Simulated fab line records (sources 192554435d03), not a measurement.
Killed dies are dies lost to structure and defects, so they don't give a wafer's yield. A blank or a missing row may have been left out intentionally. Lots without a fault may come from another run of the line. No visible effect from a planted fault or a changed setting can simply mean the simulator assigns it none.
Which of the tools did it?    flow n5-finfet    Sampling: 8 lots, 22 wafers, 5 of 1938 route steps

== WHAT THE GAUGES SHOWED, per wafer ==
N5_BEOL_M11_OCD_MEAS_38.
lot   measured      on      trench-depth-nm (nm)
L928  day 10 13:54  ocd-01  147.1 146.4 150.2
L929  day 10 16:23  ocd-01  147.0 147.7 151.2
L930  day 10 20:16  ocd-02  155.0 155.4 150.0
L938  day 12 16:58  ocd-02  150.1 15.2
L939  day 12 23:49  ocd-01  147.8 12.6
L944  day 14 00:41  ocd-01  148.1 153.1 152.0
L947  day 15 10:19  ocd-01  152.3 148.1 147.4
L949  day 15 09:42  ocd-01  147.9 150.6 145.6

== WHICH TOOL RAN EACH LOT (tool, then ch and the chambers of the sampled wafers, then the start) ==
lot   N5_BEOL_M10_DEGAS_44          N5_BEOL_M10_CMP_52             N5_BEOL_M11_ETCH_62                 N5_BEOL_M11_VIA_ETCH_34
L928  pvd-sputter-03, day 10 05:02  cmp-03 ch 0,1, day 10 06:17    rie-diel-03 ch 0,1, day 10 09:50    rie-diel-05 ch 0,3, day 10 13:37
L929  pvd-sputter-01, day 10 09:55  cmp-03 ch 0,2, day 10 11:07    rie-diel-05 ch 0,1,2, day 10 14:34  rie-diel-03 ch 1,2,3, day 10 16:06
L930  pvd-sputter-03, day 10 14:27  cmp-04 ch 1,2, day 10 16:09    rie-diel-03 ch 1,2,3, day 10 18:40  rie-diel-01 ch 0,2,3, day 10 19:58
L938  pvd-sputter-01, day 12 08:51  cmp-03 ch 0,1, day 12 10:32    rie-diel-03 ch 1,2, day 12 14:06    rie-diel-05 ch 0,3, day 12 16:42
L939  pvd-sputter-02, day 12 17:34  cmp-04 ch 1,3, day 12 19:28    rie-diel-03 ch 0,1, day 12 21:47    rie-diel-05 ch 3, day 12 23:32
L944  pvd-sputter-02, day 13 18:03  cmp-04 ch 1,2,3, day 13 20:02  rie-diel-01 ch 0,1,2, day 13 22:28  rie-diel-01 ch 0,2, day 14 00:25
L947  pvd-sputter-03, day 15 00:37  cmp-04 ch 0,1,2, day 15 03:04  rie-diel-05 ch 0,1,2, day 15 06:15  rie-diel-01 ch 2,3, day 15 10:02
L949  pvd-sputter-01, day 15 03:04  cmp-04 ch 0,1,3, day 15 04:36  rie-diel-01 ch 0,2,3, day 15 07:07  rie-diel-05 ch 0,2,3, day 15 09:25
- N5_BEOL_M10_DEGAS_44: time 60 s.
- N5_BEOL_M10_CMP_52: polishes, stops on SiCOH lowk, t overpolish 7 s, target thk 140 nm.
- N5_BEOL_M11_ETCH_62: etches SOC in N2/H2, target depth 110 nm, overetch 22 nm, time 165 s.
- N5_BEOL_M11_VIA_ETCH_34: etches SiCOH lowk in C4F6/O2, target depth 184.5 nm, time 69.2 s.

== THE ANSWER, worked out from the rows above alone ==
Rule: what is usual is taken from the lots themselves. Put in order of their means at a reading, lots are off if they are a third of the lots or fewer, leave a main group of 4 or more, and stand apart from it by a gap of 3 or more times the standard deviation of the main group's means; of several such gaps the widest counts. If all means in a main group match to the digits the tables above print for the reading, that group is not used. A lot without any number at a reading at which 4 lots or more have one is off too. All remaining lots with rows at the step are treated as sound.
Off: L938, L939 (N5_BEOL_M11_OCD_MEAS_38, trench-depth-nm). For the main group the mean is 149.7 nm and the standard deviation 2.
If a tool, at a process step before that reading, ran all the lots that are off and no sound lot after the first of them, it fits. Gauges at N5_BEOL_M11_OCD_MEAS_38: tried the same way as those tools. One fits: N5_BEOL_M11_ETCH_62 on rie-diel-03. Its last sound lot is L930 (day 10 18:40), its first lot that is off L938 (day 12 14:06): a fault that began between those two fits.

== WHAT THE SIMULATOR HAD INSERTED ==
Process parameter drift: rie-diel-03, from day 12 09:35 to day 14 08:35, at N5_BEOL_M11_ETCH_62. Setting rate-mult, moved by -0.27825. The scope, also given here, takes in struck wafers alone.
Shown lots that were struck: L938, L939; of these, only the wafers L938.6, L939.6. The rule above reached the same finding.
